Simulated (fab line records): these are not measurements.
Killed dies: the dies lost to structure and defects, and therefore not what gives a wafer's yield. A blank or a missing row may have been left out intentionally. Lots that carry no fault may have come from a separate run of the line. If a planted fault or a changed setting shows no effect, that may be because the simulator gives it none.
Matching of chambers | flow n5Finfet | N5_FIN_SAQP_MANDREL2_REMOVE_60 on rieSi-01: 4 sister chambers
The step chemistry HBr/Cl2/O2, target a-Si, stops on SiNx, bt time 10 s. 14 wafers are shown with their chamber, then 7 later ones without.

== WAFERS PAIRED WITH THEIR CHAMBERS ==
wafer  | chamber | drypumpMotorCurrentA (A) | throttleValvePct (%) | oesProductAu (a.u.)
L076.1 | 2       | 6.4                      | 35.6                 | 1.019
L076.2 | 1       | 4.6                      | 36.8                 | 1.016
L076.3 | 3       | 5.6                      | 37.4                 | 0.991
L076.4 | 0       | 5.6                      | 36.7                 | 1.001
L076.5 | 0       | 5.6                      | 36.7                 | 1.003
L076.6 | 3       | 5.6                      | 37.4                 | 0.979
L087.1 | 0       | 5.6                      | 36.6                 | 0.999
L087.2 | 2       | 6.4                      | 35.6                 | 1.005
L087.3 | 3       | 5.6                      | 37.4                 | 0.998
L087.4 | 1       | 4.6                      | 36.8                 | 1.026
L087.5 | 1       | 4.6                      | 36.8                 | 1.020
L087.6 | 2       | 6.4                      | 35.6                 | 1.002
L092.3 | 3       | 5.6                      | 37.4                 | 0.990
L092.4 | 3       | 5.7                      | 37.4                 | 1.000

SIGNATURES, as means of the wafers listed above
reading              | chamber 0 | chamber 1 | chamber 2 | chamber 3 | scatter within a chamber
drypumpMotorCurrentA | 5.600     | 4.600     | 6.400     | 5.620     | 0.0283
throttleValvePct     | 36.667    | 36.800    | 35.600    | 37.400    | 0.0258
oesProductAu         | 1.00100   | 1.02067   | 1.00867   | 0.99160   | 0.00705
Rule: a wafer's distance from a chamber is the root of the sum, over the readings, of the square of ((its reading less the chamber's mean) divided by the reading's scatter). If the next closest chamber is less than 2 further off than the closest, the wafer can't be placed; otherwise it belongs to the closest. The scatter: the root of (the sum of the squares of (reading less its chamber's mean) over the shown wafers, divided by (wafers less chambers)).

== WAFERS WITHOUT THEIR CHAMBER ==
wafer  | drypumpMotorCurrentA (A) | throttleValvePct (%) | oesProductAu (a.u.)
L092.5 | 4.6                      | 36.8                 | 1.013
L096.3 | 4.6                      | 36.8                 | 1.028
L096.5 | 6.4                      | 35.7                 | 1.009
L096.6 | 5.7                      | 37.4                 | 0.982
L097.1 | 6.4                      | 35.7                 | 1.013
L097.3 | 5.6                      | 36.6                 | 1.003
L097.5 | 4.6                      | 36.8                 | 1.037

== EACH ONE'S CHAMBER ==
wafer  | from the rows above | in truth
L092.5 | 1                   | 1
L096.3 | 1                   | 1
L096.5 | 2                   | 2
L096.6 | 3                   | 3
L097.1 | 2                   | 2
L097.3 | 0                   | 0
L097.5 | 1                   | 1
Placed correctly: 7 of 7. Can't be placed from these rows: 0. Placed wrongly: 0.
